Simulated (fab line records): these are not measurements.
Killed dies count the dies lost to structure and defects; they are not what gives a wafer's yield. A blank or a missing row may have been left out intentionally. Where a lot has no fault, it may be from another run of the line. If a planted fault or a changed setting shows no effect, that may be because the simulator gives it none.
Matching of chambers	flow nand_harc	pecvd-02 running NHARC_THIN_TSV_DEP_47: 3 sister chambers
The step deposits SiO2, target thk 200 nm. 3 wafers are shown with their chamber, then 8 later ones without.

WAFERS WITH THEIR CHAMBER
wafer	chamber	throttle_valve_pct (%)
L357.5	2	15.5
L359.5	1	16.3
L361.2	0	16.5

WAFERS WITH NO CHAMBER GIVEN
wafer	throttle_valve_pct (%)
L361.3	16.1
L361.5	16.2
L367.4	15.4
L367.5	15.6
L367.6	15.5
L372.1	15.5
L372.4	15.9
L372.5	15.8

THE CHAMBER EACH PASSED THROUGH
wafer	from the rows above	in truth
L361.3	can't be placed: 1 or 0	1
L361.5	can't be placed: 1 or 0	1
L367.4	2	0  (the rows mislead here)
L367.5	2	2
L367.6	2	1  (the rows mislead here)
L372.1	2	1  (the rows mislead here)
L372.4	can't be placed: 1 or 2 or 0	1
L372.5	can't be placed: 2 or 1 or 0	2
Placed correctly: 1 of 8. Can't be placed from these rows: 4 (the true chamber is among the candidates in 4). Wrongly placed: 3.
How it was worked out, from the rows above alone: a wafer's distance from a chamber is the root of the sum, over the readings, of the square of ((its reading less the chamber's mean) divided by the reading's scatter). If the next closest chamber is less than 2 further off than the closest, the wafer can't be placed; otherwise it belongs to the closest. The mean given for a chamber averages the wafers shown for that chamber. The scatter: with one shown wafer a chamber, the root of the mean of the squares of how far each hidden wafer lies from its nearest shown one.
